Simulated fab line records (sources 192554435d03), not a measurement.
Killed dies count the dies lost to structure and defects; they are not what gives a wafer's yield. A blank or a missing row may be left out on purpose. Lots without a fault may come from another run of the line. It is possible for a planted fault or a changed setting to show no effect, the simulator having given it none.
Matching of chambers + flow n5-finfet + N5_MOL_CONTACT_COAG_ALD_123 on ald-sin-03: 4 sister chambers
The step deposits SiNx, target thk 5 nm, pulse time 1 s, purge time 2 s. 20 wafers are shown with their chamber, then 10 later ones without.

## WAFERS PAIRED WITH THEIR CHAMBERS
| wafer  | chamber | heater-power-w (W) | precursor-pulse-height-rel |
|--------|---------|--------------------|----------------------------|
| L074.1 | 2       | 899                | 0.985                      |
| L074.2 | 1       | 969                | 1.013                      |
| L074.3 | 3       | 800                | 1.011                      |
| L074.4 | 0       | 825                | 1.059                      |
| L074.5 | 0       | 833                | 0.996                      |
| L074.6 | 3       | 810                | 0.978                      |
| L080.1 | 1       | 993                | 1.007                      |
| L080.3 | 2       | 884                | 1.025                      |
| L080.5 | 0       | 848                | 1.009                      |
| L082.2 | 0       | 834                | 1.029                      |
| L082.3 | 3       | 814                | 0.974                      |
| L082.5 | 0       | 832                | 1.033                      |
| L085.2 | 1       | 965                | 1.024                      |
| L085.3 | 0       | 853                | 0.965                      |
| L085.5 | 0       | 829                | 1.010                      |
| L089.4 | 0       | 818                | 1.014                      |
| L089.5 | 2       | 857                | 0.973                      |
| L089.6 | 3       | 837                | 0.992                      |
| L092.1 | 3       | 857                | 1.015                      |
| L092.2 | 0       | 789                | 0.982                      |

SIGNATURES (averages over the wafers above)
| reading                    | chamber 0 | chamber 1 | chamber 2 | chamber 3 | scatter within a chamber |
|----------------------------|-----------|-----------|-----------|-----------|--------------------------|
| heater-power-w             | 829.00    | 975.67    | 880.00    | 823.60    | 19.7                     |
| precursor-pulse-height-rel | 1.01078   | 1.01467   | 0.99433   | 0.99400   | 0.0241                   |
Rule: distance of a wafer from a chamber = root of the sum over the readings of ((wafer's reading minus chamber's mean) / reading's scatter) squared. If the next closest chamber is less than 2 further off than the closest, the wafer can't be placed; otherwise it belongs to the closest. The scatter is the square root of a quotient: the sum, over the shown wafers, of each reading's squared deviation from its chamber's mean, divided by wafers minus chambers.

## WAFERS WITH NO CHAMBER GIVEN
| wafer  | heater-power-w (W) | precursor-pulse-height-rel |
|--------|--------------------|----------------------------|
| L092.6 | 879                | 1.024                      |
| L095.1 | 964                | 1.006                      |
| L095.2 | 831                | 0.975                      |
| L095.4 | 833                | 1.007                      |
| L096.2 | 858                | 1.013                      |
| L096.3 | 813                | 1.014                      |
| L096.5 | 829                | 1.038                      |
| L097.1 | 870                | 1.005                      |
| L097.3 | 805                | 1.030                      |
| L097.5 | 802                | 0.991                      |

## WHICH CHAMBER EACH ONE RAN IN
| wafer  | from the rows above          | in truth |
|--------|------------------------------|----------|
| L092.6 | can't be placed: 2 or 0 or 3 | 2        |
| L095.1 | 1                            | 1        |
| L095.2 | can't be placed: 3 or 0 or 2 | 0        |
| L095.4 | can't be placed: 0 or 3      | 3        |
| L096.2 | can't be placed: 2 or 0 or 3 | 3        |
| L096.3 | can't be placed: 0 or 3      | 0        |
| L096.5 | can't be placed: 0 or 3      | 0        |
| L097.1 | can't be placed: 2 or 0 or 3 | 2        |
| L097.3 | can't be placed: 0 or 3      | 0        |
| L097.5 | can't be placed: 3 or 0      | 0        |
Correct placement for 1 of the 10. These rows do not allow placing 9 (true chamber among the candidates in 9). Wrongly placed: 0.
